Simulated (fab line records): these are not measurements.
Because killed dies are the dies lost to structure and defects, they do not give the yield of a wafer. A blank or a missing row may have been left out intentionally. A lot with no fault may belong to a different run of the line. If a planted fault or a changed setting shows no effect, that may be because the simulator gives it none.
Struck lot and sound lot, side by side ; flow nand harc ; 39 steps out of a route of 1302
Sound: wafers L552.3, L552.4, L552.5. The struck wafers were L563.1, L563.5, L563.6. The cause is given at the end.
Order at every step that has rows: each side's tool, ch and its chambers, its first start. Under that, the readings that differ: sound wafers ; struck wafers ; difference of the means ; sigmas: that difference in standard deviations of wafers without a fault.
alike: words and numbers the same on both sides, and readings whose means are apart by under 2 such deviations; not compared: readings that were withheld, readings missing a value for some wafer, numbers with overlapping values and no deviation given by the record, and bounds like >300 which may hide the same value.
The two part at a step that has a row with sigmas, a row that says differs or no value, or rows on one side only. Non-overlapping numbers with no deviation appear without sigmas and do not part them. A reading that every wafer of one side lacks parts them only if that side has two wafers or more.

first, 3 steps without rows for these wafers: NHARC_A_CHANNEL_HOLE_D2_STRIP_42 (strips in CF4/CHF3); NHARC_A_CHANNEL_HOLE_D2_STRIP_43 (strips in O2/COS); NHARC_A_CHANNEL_HOLE_D2_ETCH_44 (etches the open film in CF4/O2, target depth 140 nm, overetch 14 nm, time 77 s).
NHARC_A_CHANNEL_HOLE_D2_STRIP_28: strips in O2.
  sound on rie diel-02 ch 0,2; struck on rie diel-12 ch 0,3
reading;sound;struck;difference;sigmas
throttle valve pct (%);17.054 17.038 17.045;17.014 17.037 17.028;-0.019;-2
  alike: drypump motor current A, mfc ar sccm, oes product au, rf vpp V, showerhead plenum p Torr
  not compared: rf hours counter h
then, 2 steps without rows for these wafers: NHARC_A_CHANNEL_HOLE_D2_PRECLEAN_29 (cleans in SC1); NHARC_A_CHANNEL_HOLE_D2_SRD_30.
NHARC_A_CHANNEL_HOLE_D2_CD_MEAS_31:
  struck on cd sem-01, day 20 17:06; sound on cd sem-01, day 16 01:31
  alike: cd nm
following that, these wafers have no rows for 1 step: NHARC_A_CHANNEL_HOLE_D2_XSEM_32.
NHARC_A_CHANNEL_HOLE_D2_INSPECT_40:
  struck on defect inspect-02, day 20 17:17; sound on defect inspect-02, day 16 01:43
  alike: raw defect count
then, 3 steps without rows for these wafers: NHARC_A_CHANNEL_FILL_D2_PRECLEAN_00 (cleans in SC1); NHARC_A_CHANNEL_FILL_D2_SRD_01; NHARC_A_CHANNEL_FILL_D2_ALD_02 (deposits SiO2, target thk 6 nm, pulse time 10 s, ald cycles 60).
NHARC_A_CHANNEL_FILL_D2_ALD_03: deposits SiNx, target thk 6 nm, pulse time 60 s, ald cycles 58.
  sound on ald sin batch-01 ch 0, day 16 05:23; struck on ald sin batch-02 ch 0, day 20 20:56
reading;sound;struck;difference;sigmas
precursor pulse height rel;1.018 1.023 1.016;0.962 0.990 0.990;-0.038;-2
susceptor temp C (C);- - -;629.73 629.70 629.52;no value on the sound wafers;
NHARC_A_CHANNEL_FILL_D2_ALD_14: deposits SiO2, target thk 2.5 nm, pulse time 10 s, ald cycles 25.
  sound on ald hk-01 ch 0,1,3, day 16 08:58; struck on ald hk-03 ch 1,2, day 21 00:32
  alike: heater power w, precursor pulse height rel
  not compared: susceptor temp C
then, 5 steps without rows for these wafers: NHARC_A_CHANNEL_FILL_D2_ALD_15 (deposits SiNx, target thk 2 nm, pulse time 60 s, ald cycles 19); NHARC_A_CHANNEL_FILL_D2_ALD_16 (deposits SiO2, target thk 1.5 nm, pulse time 10 s, ald cycles 15); NHARC_A_CHANNEL_FILL_D2_ANNEAL_17 (time 1800 s); NHARC_A_CHANNEL_FILL_D2_CVD_18 (deposits poly-Si, target thk 3 nm); NHARC_A_CHANNEL_FILL_D2_ETCHBACK_19 (etches the open film in HBr/Cl2, target depth 5 nm, time 1.7 s).
NHARC_A_CHANNEL_FILL_D2_ETCHBACK_20: etches the open film in C4F8/O2/Ar, target depth 27 nm, time 13.5 s.
  sound on rie diel-08 ch 1,2, day 17 03:01; struck on rie diel-07 ch 0,1,3, day 21 18:29
  alike: oes product au, rf vpp V
  not compared: rf hours counter h
then, 5 steps without rows for these wafers: NHARC_A_CHANNEL_FILL_D2_STRIP_28 (strips in O2, time 20 s); NHARC_A_CHANNEL_FILL_D2_PRECLEAN_21 (cleans in dHF, time 30 s); NHARC_A_CHANNEL_FILL_D2_SRD_23; NHARC_A_CHANNEL_FILL_D2_CVD_05 (deposits poly-Si, target thk 5 nm); NHARC_A_CHANNEL_FILL_D2_ANNEAL_22 (time 7200 s).
NHARC_A_CHANNEL_FILL_D2_ALD_25: deposits SiOx, target thk 60 nm, pulse time 10 s, ald cycles 600.
  sound on ald hk-01 ch 0,1,3, day 17 17:46; struck on ald hk-02 ch 1,2, day 22 06:26
  alike: heater power w, precursor pulse height rel, susceptor temp C
then, 7 steps without rows for these wafers: NHARC_A_CHANNEL_FILL_D2_ETCHBACK_08 (etches the open film in C4F8, target depth 220 nm, time 110 s); NHARC_A_CHANNEL_FILL_D2_STRIP_29 (strips in O2, time 20 s); NHARC_A_CHANNEL_FILL_D2_PRECLEAN_30 (cleans in dHF, time 30 s); NHARC_A_CHANNEL_FILL_D2_SRD_31; NHARC_A_CHANNEL_FILL_D2_CVD_09 (deposits poly-Si, target thk 150 nm, time 3000 s); NHARC_A_CHANNEL_FILL_D2_CMP_10 (polishes, target thk 150 nm); NHARC_A_CHANNEL_FILL_D2_SRD_12.
NHARC_A_CHANNEL_FILL_D2_RTA_24: time 5 s.
  sound on rtp anneal-02 ch 0, day 18 04:25; struck on rtp anneal-01 ch 0, day 22 18:08
reading;sound;struck;difference;sigmas
lamp power pct (%);32.5 32.5 32.5;29.2 29.2 29.2;-3.3;-2
  alike: wafer_temp_C_max
then, 4 steps without rows for these wafers: NHARC_A_STAIRCASE_DEP_156 (deposits SiNx, target thk 50 nm); NHARC_A_STAIRCASE_DEHYDRATE_158 (time 120 s); NHARC_A_STAIRCASE_HMDS_159 (time 30 s); NHARC_A_STAIRCASE_COAT_160.
-- record jumps: 9 days between struck wafers' starts before vs after; left off in module A_STAIRCASE, resumes in module END, first step shown is number 1302 of the route --
NHARC_END_SORT_01:
  sound on prober-02 ch 0, day 26 22:47; struck on prober-02 ch 0, day 31 12:46
reading;sound;struck;difference;sigmas
killed at array;26 24 25;127 132 128;+104;+5
killed dies;32 25 26;132 136 133;+106;+5
  alike: killed at other, killed at periphery, killed open, killed short

== WHERE THEY PART ==
Earliest at NHARC_A_CHANNEL_HOLE_D2_STRIP_28; latest, in this record, at NHARC_END_SORT_01.

WHY: what the simulator had put in
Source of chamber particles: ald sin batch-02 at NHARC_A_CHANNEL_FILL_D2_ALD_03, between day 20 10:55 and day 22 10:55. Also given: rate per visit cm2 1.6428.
